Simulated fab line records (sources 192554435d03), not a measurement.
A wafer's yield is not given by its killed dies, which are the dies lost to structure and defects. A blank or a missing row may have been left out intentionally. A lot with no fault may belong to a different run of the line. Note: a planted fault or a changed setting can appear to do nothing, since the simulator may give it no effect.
Which of the tools did it?	flow n5 finfet	72 wafers from 24 lots sampled at 5 of the route's 1938 steps

== WHAT EACH GAUGE READ, for each wafer ==
N5_BEOL_M7_CD_MEAS_11: target cd 38.5 nm. Usual: cd nm 38.4 nm, standard deviation 0.43.
lot	measured	on	cd nm (nm)	flag
L075	day 10 15:38	cd sem-01	38.7 38.2 38.8	
L074	day 10 16:02	cd sem-02	38.5 38.2 39.1	
L076	day 11 01:58	cd sem-02	38.4 38.7 39.2	
L077	day 11 21:48	cd sem-02	38.4 38.1 38.1	
L080	day 12 03:44	cd sem-02	38.2 38.6 38.1	
L078	day 12 03:54	cd sem-03	38.2 38.9 38.0	
L079	day 12 06:41	cd sem-01	38.1 37.7 38.6	
L081	day 12 11:32	cd sem-01	37.9 37.8 37.9	
L083	day 12 20:25	cd sem-01	38.5 38.2 38.4	
L082	day 13 05:52	cd sem-02	38.3 38.8 38.6	
L086	day 13 06:04	cd sem-02	38.0 38.6 38.4	
L084	day 13 14:53	cd sem-02	38.2 38.0 38.0	
L087	day 13 21:31	cd sem-02	38.7 38.5 39.1	
L089	day 14 00:09	cd sem-01	38.0 38.0 37.9	
L088	day 14 02:45	cd sem-01	38.4 38.3 38.8	
L085	day 14 06:41	cd sem-01	38.5 38.3 38.2	
L091	day 14 10:25	cd sem-01	38.2 38.1 37.4	
L093	day 14 14:21	cd sem-02	39.6 38.8 38.7	
L096	day 15 08:44	cd sem-03	38.9 38.6 38.9	
L092	day 15 11:14	cd sem-02	38.5 37.9 38.0	
L094	day 15 21:22	cd sem-02	38.1 38.9 38.6	
L090	day 16 00:47	cd sem-01	38.2 38.2 38.3	
L095	day 16 04:08	cd sem-03	38.9 38.5 38.8	
L097	day 17 07:08	cd sem-01	38.0 38.3 38.2	

== TOOL THAT RAN EACH LOT (tool first, then ch and the chambers of the sampled wafers, then the start) ==
lot	N5_BEOL_M6_ETCH_72	N5_BEOL_M6_ETCH_41	N5_BEOL_M6_CURE_75	N5_BEOL_M6_PRE_CLEAN_45
L075	rie diel-03 ch 0,1, day 10 11:07	rie diel-03 ch 0,1, day 10 11:42 or earlier	uv cure-02 ch 1, day 10 11:42	pvd sputter-02, day 10 12:16
L074	rie diel-03 ch 0,3, day 10 11:31	rie diel-03 ch 0,3, day 10 12:06 or earlier	uv cure-03 ch 1, day 10 12:06	pvd sputter-01, day 10 12:52
L076	rie diel-03 ch 0,1, day 10 20:17	rie diel-03 ch 0,1, day 10 20:55 or earlier	uv cure-03 ch 1, day 10 20:55	pvd sputter-03, day 10 21:22
L077	rie diel-05 ch 1,3, day 11 16:50	rie diel-05 ch 1,3, day 11 17:26 or earlier	uv cure-03 ch 2, day 11 17:26	pvd sputter-02, day 11 18:09
L080	rie diel-06 ch 1,2, day 11 23:30	rie diel-06 ch 1,2, day 12 00:05 or earlier	uv cure-03 ch 2, day 12 00:05	pvd sputter-03, day 12 00:40
L078	rie diel-05 ch 0,1,2, day 11 23:37	rie diel-05 ch 0,1,2, day 12 00:13 or earlier	uv cure-02 ch 2, day 12 00:13	pvd sputter-01, day 12 00:41
L079	rie diel-06 ch 0,1,3, day 11 23:54	rie diel-06 ch 0,1,3, day 12 00:29 or earlier	uv cure-03 ch 0, day 12 00:29	pvd sputter-02, day 12 01:01
L081	rie diel-03 ch 0,1,3, day 12 05:58	rie diel-03 ch 0,1,3, day 12 06:50 or earlier	uv cure-01 ch 0, day 12 06:50	pvd sputter-02, day 12 07:17
L083	rie diel-06 ch 0,1, day 12 14:17	rie diel-06 ch 0,1, day 12 15:20 or earlier	uv cure-02 ch 1, day 12 15:20	pvd sputter-02, day 12 15:43
L082	rie diel-05 ch 1,2,3, day 12 23:39	rie diel-05 ch 1,2,3, day 13 00:17 or earlier	uv cure-03 ch 2, day 13 00:17	pvd sputter-02, day 13 00:49
L086	rie diel-06 ch 0,3, day 12 23:47	rie diel-06 ch 0,3, day 13 00:32 or earlier	uv cure-02 ch 0, day 13 00:32	pvd sputter-02, day 13 00:56
L084	rie diel-06 ch 0,2,3, day 13 08:17	rie diel-06 ch 0,2,3, day 13 08:53 or earlier	uv cure-03 ch 2, day 13 08:53	pvd sputter-01, day 13 09:21
L087	rie diel-05 ch 0,3, day 13 15:11	rie diel-05 ch 0,3, day 13 15:53 or earlier	uv cure-01 ch 0, day 13 15:53	pvd sputter-02, day 13 16:10
L089	rie diel-06 ch 0,2,3, day 13 18:13	rie diel-06 ch 0,2,3, day 13 18:49 or earlier	uv cure-02 ch 0, day 13 18:49	pvd sputter-02, day 13 19:14
L088	rie diel-06 ch 0,2,3, day 13 20:30	rie diel-06 ch 0,2,3, day 13 21:14 or earlier	uv cure-03 ch 0, day 13 21:14	pvd sputter-02, day 13 23:01
L085	rie diel-05 ch 0,3, day 14 01:02	rie diel-05 ch 0,3, day 14 01:40 or earlier	uv cure-02 ch 0, day 14 01:40	pvd sputter-03, day 14 02:13
L091	rie diel-06 ch 2,3, day 14 03:25	rie diel-06 ch 2,3, day 14 04:04 or earlier	uv cure-01 ch 2, day 14 04:04	pvd sputter-02, day 14 06:07
L093	rie diel-06 ch 0,1,3, day 14 09:32	rie diel-06 ch 0,1,3, day 14 10:07 or earlier	uv cure-02 ch 0, day 14 10:07	pvd sputter-01, day 14 10:32
L096	rie diel-06 ch 0,1, day 15 03:01	rie diel-06 ch 0,1, day 15 03:39 or earlier	uv cure-03 ch 1, day 15 03:39	pvd sputter-01, day 15 03:58
L092	rie diel-03 ch 0,2,3, day 15 06:53	rie diel-03 ch 0,2,3, day 15 07:31 or earlier	uv cure-02 ch 1, day 15 07:31	pvd sputter-02, day 15 07:51
L094	rie diel-03 ch 0,2,3, day 15 15:11	rie diel-03 ch 0,2,3, day 15 15:46 or earlier	uv cure-02 ch 2, day 15 15:46	pvd sputter-01, day 15 16:08
L090	rie diel-03 ch 0,1,2, day 15 19:59	rie diel-03 ch 0,1,2, day 15 20:37 or earlier	uv cure-03 ch 0, day 15 20:37	pvd sputter-02, day 15 21:00
L095	rie diel-05 ch 2,3, day 15 22:36	rie diel-05 ch 2,3, day 15 23:17 or earlier	uv cure-03 ch 0, day 15 23:17	pvd sputter-01, day 16 00:18
L097	rie diel-06 ch 1,2, day 16 23:43	rie diel-06 ch 1,2, day 17 00:34 or earlier	uv cure-01 ch 0, day 17 00:34	pvd sputter-02, day 17 02:16
- N5_BEOL_M6_ETCH_72: etches underlayer in N2/H2, target depth 6.5 nm, time 5.2 s.
- N5_BEOL_M6_ETCH_41: etches SiCN in CH3F/O2, target depth 29.7 nm, time 52 s.
- N5_BEOL_M6_CURE_75: cures SiCOH lowk, time 120 s.
- N5_BEOL_M6_PRE_CLEAN_45: time 30 s.

== WHAT THE TOOLS THEMSELVES READ (means of the sampled wafers that have a number; where no wafer has one, the mark that the record gives instead) ==
N5_BEOL_M6_ETCH_72. Usual: drypump motor current A 5.7 A, standard deviation 0.43; etch rf on time s 5.18 s, standard deviation 0.1; oes product au 0.69 a.u., standard deviation 0.084; rf vpp V 522.8 V, standard deviation 2.4; showerhead plenum p Torr 2.50 Torr, standard deviation 0.068; throttle valve pct 17.97 %, standard deviation 0.22.
lot	tool	drypump motor current A (A)	etch rf on time s (s)	oes product au (a.u.)	rf vpp V (V)	showerhead plenum p Torr (Torr)	throttle valve pct (%)	flag
L075	rie diel-03	5.6	5.33	0.70	521.4	2.45	18.12	
L074	rie diel-03	5.6	5.30	0.60	522.8	2.46	18.08	
L076	rie diel-03	5.5	5.17	0.76	522.7	2.47	18.04	
L077	rie diel-05	6.1	5.14	0.60	520.5	2.44	18.27	
L080	rie diel-06	5.7	5.28	0.63	521.4	2.47	18.00	
L078	rie diel-05	6.4	5.16	0.65	521.9	2.47	17.89	
L079	rie diel-06	5.5	5.18	0.74	522.4	2.47	17.97	
L081	rie diel-03	5.5	5.23	0.66	521.1	2.47	18.03	
L083	rie diel-06	5.7	5.16	0.72	521.8	2.46	17.87	
L082	rie diel-05	6.1	5.23	0.59	521.2	2.48	18.25	
L086	rie diel-06	5.2	5.10	0.78	522.2	2.49	17.97	
L084	rie diel-06	5.4	5.10	0.74	523.5	2.51	17.91	
L087	rie diel-05	6.1	5.18	0.68	521.8	2.48	17.76	
L089	rie diel-06	5.4	5.15	0.73	523.4	2.50	17.92	
L088	rie diel-06	5.4	5.15	0.72	522.2	2.50	17.92	
L085	rie diel-05	5.7	5.17	0.63	522.7	2.49	18.08	
L091	rie diel-06	5.1	5.15	0.73	522.8	2.50	18.02	
L093	rie diel-06	5.5	5.16	0.71	522.5	2.46	18.00	
L096	rie diel-06	5.7	5.14	0.69	521.0	2.45	17.92	
L092	rie diel-03	5.6	5.27	0.68	523.2	2.52	17.89	
L094	rie diel-03	5.6	5.22	0.69	523.5	2.52	17.92	
L090	rie diel-03	5.7	5.20	0.68	524.2	2.52	18.07	
L095	rie diel-05	5.7	5.16	0.75	524.1	2.49	18.04	
L097	rie diel-06	5.7	5.20	0.62	521.4	2.45	18.07	

N5_BEOL_M6_ETCH_41. Usual: drypump motor current A 5.7 A, standard deviation 0.43; oes product au 0.81 a.u., standard deviation 0.099; rf vpp V 296.6 V, standard deviation 1.4; showerhead plenum p Torr 1.96 Torr, standard deviation 0.052; throttle valve pct 16.39 %, standard deviation 0.23.
lot	tool	drypump motor current A (A)	oes product au (a.u.)	rf vpp V (V)	showerhead plenum p Torr (Torr)	throttle valve pct (%)	flag
L075	rie diel-03	5.6	0.81	295.8	1.92	16.48	
L074	rie diel-03	5.6	0.70	295.8	1.92	16.48	
L076	rie diel-03	5.5	0.89	296.0	1.94	16.42	
L077	rie diel-05	6.1	0.70	295.8	1.92	16.66	
L080	rie diel-06	5.7	0.74	296.5	1.94	16.44	
L078	rie diel-05	6.4	0.76	296.3	1.94	16.28	
L079	rie diel-06	5.5	0.86	294.8	1.95	16.43	
L081	rie diel-03	5.5	0.76	295.5	1.94	16.44	
L083	rie diel-06	5.7	0.84	295.9	1.94	16.36	
L082	rie diel-05	6.0	0.69	297.1	1.94	16.64	
L086	rie diel-06	5.2	0.93	295.7	1.96	16.41	
L084	rie diel-06	5.4	0.87	297.3	1.97	16.32	
L087	rie diel-05	6.1	0.81	297.2	1.96	16.18	
L089	rie diel-06	5.4	0.86	296.2	1.97	16.32	
L088	rie diel-06	5.4	0.85	297.0	1.97	16.32	
L085	rie diel-05	5.8	0.74	296.6	1.96	16.51	
L091	rie diel-06	5.1	0.87	296.0	1.97	16.40	
L093	rie diel-06	5.5	0.83	295.4	1.94	16.46	
L096	rie diel-06	5.7	0.80	296.8	1.94	16.41	
L092	rie diel-03	5.6	0.80	296.7	1.98	16.30	
L094	rie diel-03	5.6	0.81	297.4	1.98	16.30	
L090	rie diel-03	5.7	0.78	296.4	1.98	16.46	
L095	rie diel-05	5.7	0.86	296.1	1.96	16.43	
L097	rie diel-06	5.7	0.72	295.5	1.93	16.52	

N5_BEOL_M6_CURE_75. Usual: lamp power pct 52.31 %, standard deviation 0.055; wafer_temp_C_max 371.8, standard deviation 0.67.
lot	tool	lamp power pct (%)	wafer_temp_C_max	flag
L075	uv cure-02	52.38	372.0	
L074	uv cure-03	52.32	372.8	
L076	uv cure-03	52.31	372.1	
L077	uv cure-03	52.25	371.8	
L080	uv cure-03	52.28	371.8	
L078	uv cure-02	52.27	371.3	
L079	uv cure-03	52.32	372.3	
L081	uv cure-01	52.29	372.1	
L083	uv cure-02	52.29	372.1	
L082	uv cure-03	52.33	371.8	
L086	uv cure-02	52.32	370.9	
L084	uv cure-03	52.26	371.7	
L087	uv cure-01	52.32	372.6	
L089	uv cure-02	52.30	371.0	
L088	uv cure-03	52.28	372.4	
L085	uv cure-02	52.29	370.9	
L091	uv cure-01	52.28	371.2	
L093	uv cure-02	52.29	371.0	
L096	uv cure-03	52.30	372.5	
L092	uv cure-02	52.33	372.3	
L094	uv cure-02	52.30	371.1	
L090	uv cure-03	52.34	372.0	
L095	uv cure-03	52.32	372.1	
L097	uv cure-01	52.37	372.4	

N5_BEOL_M6_PRE_CLEAN_45. Usual: heater power w 323 W, standard deviation 43.
lot	tool	heater power w (W)	flag
L075	pvd sputter-02	315	
L074	pvd sputter-01	321	
L076	pvd sputter-03	355	
L077	pvd sputter-02	302	
L080	pvd sputter-03	313	
L078	pvd sputter-01	355	
L079	pvd sputter-02	304	
L081	pvd sputter-02	304	
L083	pvd sputter-02	336	
L082	pvd sputter-02	290	
L086	pvd sputter-02	310	
L084	pvd sputter-01	333	
L087	pvd sputter-02	294	
L089	pvd sputter-02	299	
L088	pvd sputter-02	324	
L085	pvd sputter-03	290	
L091	pvd sputter-02	297	
L093	pvd sputter-01	374	
L096	pvd sputter-01	336	
L092	pvd sputter-02	297	
L094	pvd sputter-01	331	
L090	pvd sputter-02	297	
L095	pvd sputter-01	354	
L097	pvd sputter-02	303	

== THE ANSWER, worked out from the rows above alone ==
Rule: take the mean of a lot's wafers that have a number; if it is more than 3 standard deviations from the usual mean, the lot is off. Also off: a lot with no number at a reading for which 4 or more lots have one. All remaining lots with rows at the step are treated as sound. The gauges are gone through in route order, then the tools' own readings, and for those a lot's mean is taken as printed above. At the first step where some lot is off, the reading lying furthest off is the one used; lots without a number count as furthest.
None of the lots is off at any reading shown; this tells nothing.

== WHAT THE SIMULATOR HAD INSERTED ==
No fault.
